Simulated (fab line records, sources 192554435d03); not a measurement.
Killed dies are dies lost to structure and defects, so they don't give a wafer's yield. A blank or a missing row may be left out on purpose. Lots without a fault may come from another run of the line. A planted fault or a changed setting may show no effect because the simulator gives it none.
Chamber matching | flow n5_finfet | N5_BEOL_M10_DEP_56 on pecvd-01: 3 sister chambers
The step deposits SiCN from 3MS/NH3, target thk 15 nm, time 26.5 s. 6 wafers are shown with their chamber, then 10 later ones without.

WAFERS WITH THEIR CHAMBER
wafer  | chamber | throttle_valve_pct (%) | showerhead_plenum_p_Torr (Torr)
L079.4 | 1       | 9.7                    | 3.697
L087.1 | 0       | 8.8                    | 3.670
L087.2 | 1       | 9.6                    | 3.704
L087.5 | 2       | 8.3                    | 3.673
L092.1 | 0       | 8.6                    | 3.662
L092.2 | 2       | 8.5                    | 3.681

WAFERS WITHOUT THEIR CHAMBER
wafer  | throttle_valve_pct (%) | showerhead_plenum_p_Torr (Torr)
L092.6 | 8.9                    | 3.680
L093.1 | 8.5                    | 3.686
L093.4 | 10.0                   | 3.707
L093.6 | 8.8                    | 3.662
L094.1 | 9.8                    | 3.705
L094.2 | 8.5                    | 3.672
L094.5 | 8.5                    | 3.688
L096.2 | 10.0                   | 3.701
L096.4 | 10.1                   | 3.703
L096.5 | 8.3                    | 3.676

WHICH CHAMBER EACH WENT THROUGH
wafer  | from the rows above     | in truth
L092.6 | can't be placed: 0 or 2 | 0
L093.1 | 2                       | 2
L093.4 | 1                       | 1
L093.6 | 0                       | 0
L094.1 | 1                       | 1
L094.2 | can't be placed: 2 or 0 | 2
L094.5 | 2                       | 2
L096.2 | 1                       | 1
L096.4 | 1                       | 1
L096.5 | 2                       | 2
Placed correctly: 8 of 10. Can't be placed from these rows: 2 (the true chamber is among the candidates in 2). Placed wrongly: 0.
How it was worked out, from the rows above alone: a wafer's distance from a chamber is the root of the sum, over the readings, of the square of ((its reading less the chamber's mean) divided by the reading's scatter). The wafer belongs to the nearest chamber; if the next one is less than 2 further off, it can't be placed. A chamber's mean is the mean of its shown wafers. The scatter: the root of (the sum of the squares of (reading less its chamber's mean) over the shown wafers, divided by (wafers less chambers)).
